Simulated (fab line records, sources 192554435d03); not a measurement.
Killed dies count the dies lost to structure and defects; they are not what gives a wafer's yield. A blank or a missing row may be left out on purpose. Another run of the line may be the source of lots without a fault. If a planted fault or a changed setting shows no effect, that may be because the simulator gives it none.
Which tool was responsible? ; flow n5-finfet ; at 1 step of a route of 1938, 10 lots with 30 wafers sampled

## WHAT EACH GAUGE READ, for each wafer
N5_BEOL_M14_THK_MEAS_50: measures by xrf. Usual: M14_THK typically reads 574 nm, with standard deviation 10.
lot;measured;on;M14_THK (nm);flag
L898;day 11 14:23;film-metro-02;566 582 582;
L900;day 13 00:59;film-metro-02;568 589 567;
L903;day 14 06:23;film-metro-02;578 571 575;
L904;day 14 07:02;film-metro-01;591 567 565;
L906;day 14 10:36;film-metro-01;569 576 576;
L912;day 15 17:41;film-metro-01;565 597 574;
L914;day 16 01:51;film-metro-01;572 593 557;
L913;day 16 07:56;film-metro-01;584 588 581;
L916;day 17 05:46;film-metro-01;578 577 582;
L918;day 18 11:28;film-metro-02;594 568 584;

## TOOL THAT RAN EACH LOT (tool first, then ch and the chambers of the sampled wafers, then the start)
The record shows no process step preceding these readings.

## AS READ BY THE TOOLS THEMSELVES (means over the sampled wafers that have a number; for cases with no such wafer, the mark the record gives instead)
The record holds no such reading with a usual standard deviation.

## THE ANSWER, worked out from the rows above alone
Rule: take the mean of a lot's wafers that have a number; if it is more than 3 standard deviations from the usual mean, the lot is off. Also off: a lot with no number at a reading for which 4 or more lots have one. Where the step has rows for the other lots, those lots are counted as sound. The gauges are gone through in route order, then the tools' own readings, and for those a lot's mean is taken as printed above. At the first step where some lot is off, the reading lying furthest off is the one used; lots without a number count as furthest.
None of the lots is off at any reading shown; this tells nothing.

## WHAT THE SIMULATOR HAD PUT IN
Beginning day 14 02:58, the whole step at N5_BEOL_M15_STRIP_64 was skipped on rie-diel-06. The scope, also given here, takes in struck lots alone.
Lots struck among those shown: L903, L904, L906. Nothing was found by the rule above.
